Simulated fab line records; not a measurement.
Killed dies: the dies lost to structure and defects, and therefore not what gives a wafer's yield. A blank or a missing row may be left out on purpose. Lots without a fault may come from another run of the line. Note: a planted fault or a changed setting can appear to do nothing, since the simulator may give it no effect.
Matching of chambers    flow nand_harc    4 sister chambers for NHARC_A_CHANNEL_FILL_D1_ALD_25 on ald_hk-01
The step deposits SiOx, target thk 60 nm, pulse time 10 s, ald cycles 600. 16 wafers are shown with their chamber, then 8 later ones without.

WAFERS, EACH WITH ITS CHAMBER
wafer   chamber  heater_power_w (W)  precursor_pulse_height_rel
L079.4  1        468                 0.985
L079.5  3        384                 0.995
L079.6  2        440                 0.991
L081.2  3        382                 1.001
L081.5  0        458                 1.005
L081.6  3        374                 0.987
L083.3  2        448                 0.993
L083.1  1        477                 0.992
L083.5  3        380                 1.012
L087.1  0        455                 1.015
L087.3  3        379                 0.976
L087.5  2        446                 0.977
L085.1  0        453                 0.985
L085.3  3        378                 0.976
L085.5  3        378                 0.986
L091.3  0        474                 0.965

SIGNATURES (means of the wafers above)
reading                     chamber 0  chamber 1  chamber 2  chamber 3  scatter within a chamber
heater_power_w              460.00     472.50     444.67     379.29     5.85
precursor_pulse_height_rel  0.99250    0.98850    0.98700    0.99043    0.015
Rule: distance of a wafer from a chamber = root of the sum over the readings of ((wafer's reading minus chamber's mean) / reading's scatter) squared. The wafer belongs to the nearest chamber; if the next one is less than 2 further off, it can't be placed. The scatter: take each reading less its chamber's mean, square it, sum over the shown wafers, divide by the number of wafers less the number of chambers, and take the root.

WAFERS WHOSE CHAMBER IS MISSING
wafer   heater_power_w (W)  precursor_pulse_height_rel
L091.1  450                 0.980
L091.6  387                 1.020
L094.1  453                 1.033
L094.3  476                 0.970
L094.6  486                 0.987
L096.2  489                 1.051
L096.1  462                 0.973
L096.5  489                 0.994

WHICH CHAMBER EACH WENT THROUGH
wafer   from the rows above           in truth
L091.1  can't be placed: 2 or 0       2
L091.6  3                             3
L094.1  can't be placed: 0 or 2 or 1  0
L094.3  can't be placed: 1 or 0       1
L094.6  1                             1
L096.2  can't be placed: 1 or 0       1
L096.1  can't be placed: 0 or 1 or 2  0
L096.5  1                             1
3 of 8 placed correctly. Can't be placed from these rows: 5 (the true chamber is among the candidates in 5). Number placed wrongly: 0.
